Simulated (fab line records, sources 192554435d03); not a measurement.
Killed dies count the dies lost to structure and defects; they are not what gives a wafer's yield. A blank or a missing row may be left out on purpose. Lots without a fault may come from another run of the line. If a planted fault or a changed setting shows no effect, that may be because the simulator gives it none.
Chamber matching / flow n5_finfet / 4 sister chambers for N5_BEOL_M4_DESCUM_33 on rie_diel-06
The step chemistry O2, time 7 s. 16 wafers are shown with their chamber, then 8 later ones without.

== WAFERS, EACH WITH ITS CHAMBER ==
wafer=L076.3; chamber=2; showerhead_plenum_p_Torr (Torr)=2.09; throttle_valve_pct (%)=20.24; oes_product_au (a.u.)=0.79
wafer=L076.4; chamber=0; showerhead_plenum_p_Torr (Torr)=2.08; throttle_valve_pct (%)=20.87; oes_product_au (a.u.)=0.70
wafer=L076.6; chamber=1; showerhead_plenum_p_Torr (Torr)=2.17; throttle_valve_pct (%)=20.63; oes_product_au (a.u.)=0.70
wafer=L078.1; chamber=2; showerhead_plenum_p_Torr (Torr)=2.09; throttle_valve_pct (%)=20.25; oes_product_au (a.u.)=0.78
wafer=L078.3; chamber=3; showerhead_plenum_p_Torr (Torr)=2.12; throttle_valve_pct (%)=20.63; oes_product_au (a.u.)=0.82
wafer=L078.6; chamber=1; showerhead_plenum_p_Torr (Torr)=2.17; throttle_valve_pct (%)=20.62; oes_product_au (a.u.)=0.70
wafer=L081.2; chamber=2; showerhead_plenum_p_Torr (Torr)=2.09; throttle_valve_pct (%)=20.25; oes_product_au (a.u.)=0.77
wafer=L081.5; chamber=1; showerhead_plenum_p_Torr (Torr)=2.17; throttle_valve_pct (%)=20.64; oes_product_au (a.u.)=0.69
wafer=L081.6; chamber=0; showerhead_plenum_p_Torr (Torr)=2.08; throttle_valve_pct (%)=20.90; oes_product_au (a.u.)=0.70
wafer=L083.3; chamber=1; showerhead_plenum_p_Torr (Torr)=2.17; throttle_valve_pct (%)=20.65; oes_product_au (a.u.)=0.68
wafer=L083.4; chamber=2; showerhead_plenum_p_Torr (Torr)=2.09; throttle_valve_pct (%)=20.27; oes_product_au (a.u.)=0.77
wafer=L083.5; chamber=1; showerhead_plenum_p_Torr (Torr)=2.17; throttle_valve_pct (%)=20.63; oes_product_au (a.u.)=0.69
wafer=L086.2; chamber=0; showerhead_plenum_p_Torr (Torr)=2.08; throttle_valve_pct (%)=20.91; oes_product_au (a.u.)=0.70
wafer=L086.3; chamber=2; showerhead_plenum_p_Torr (Torr)=2.09; throttle_valve_pct (%)=20.30; oes_product_au (a.u.)=0.76
wafer=L086.5; chamber=0; showerhead_plenum_p_Torr (Torr)=2.08; throttle_valve_pct (%)=20.91; oes_product_au (a.u.)=0.69
wafer=L085.2; chamber=2; showerhead_plenum_p_Torr (Torr)=2.08; throttle_valve_pct (%)=20.29; oes_product_au (a.u.)=0.76

SIGNATURES (averages over the wafers above)
reading=showerhead_plenum_p_Torr; chamber 0=2.0800; chamber 1=2.1700; chamber 2=2.0883; chamber 3=2.1200; scatter within a chamber=0.00264
reading=throttle_valve_pct; chamber 0=20.8975; chamber 1=20.6340; chamber 2=20.2667; chamber 3=20.6300; scatter within a chamber=0.0194
reading=oes_product_au; chamber 0=0.6975; chamber 1=0.6920; chamber 2=0.7717; chamber 3=0.8200; scatter within a chamber=0.0093
Rule: a wafer's distance from a chamber is the root of the sum, over the readings, of the square of ((its reading less the chamber's mean) divided by the reading's scatter). If the next closest chamber is less than 2 further off than the closest, the wafer can't be placed; otherwise it belongs to the closest. The scatter: the root of (the sum of the squares of (reading less its chamber's mean) over the shown wafers, divided by (wafers less chambers)).

== WAFERS MISSING THEIR CHAMBER ==
wafer=L085.4; showerhead_plenum_p_Torr (Torr)=2.16; throttle_valve_pct (%)=20.66; oes_product_au (a.u.)=0.68
wafer=L085.5; showerhead_plenum_p_Torr (Torr)=2.12; throttle_valve_pct (%)=20.65; oes_product_au (a.u.)=0.81
wafer=L090.2; showerhead_plenum_p_Torr (Torr)=2.11; throttle_valve_pct (%)=20.64; oes_product_au (a.u.)=0.81
wafer=L090.5; showerhead_plenum_p_Torr (Torr)=2.07; throttle_valve_pct (%)=20.92; oes_product_au (a.u.)=0.69
wafer=L090.6; showerhead_plenum_p_Torr (Torr)=2.16; throttle_valve_pct (%)=20.67; oes_product_au (a.u.)=0.68
wafer=L094.1; showerhead_plenum_p_Torr (Torr)=2.11; throttle_valve_pct (%)=20.68; oes_product_au (a.u.)=0.79
wafer=L094.2; showerhead_plenum_p_Torr (Torr)=2.08; throttle_valve_pct (%)=20.31; oes_product_au (a.u.)=0.75
wafer=L094.3; showerhead_plenum_p_Torr (Torr)=2.07; throttle_valve_pct (%)=20.93; oes_product_au (a.u.)=0.68

== WHICH CHAMBER EACH WENT THROUGH ==
wafer=L085.4; from the rows above=1; in truth=1
wafer=L085.5; from the rows above=3; in truth=3
wafer=L090.2; from the rows above=3; in truth=3
wafer=L090.5; from the rows above=0; in truth=0
wafer=L090.6; from the rows above=1; in truth=1
wafer=L094.1; from the rows above=3; in truth=3
wafer=L094.2; from the rows above=2; in truth=2
wafer=L094.3; from the rows above=0; in truth=0
Correct placement for 8 of the 8. Number that these rows cannot place: 0. 0 placed wrongly.
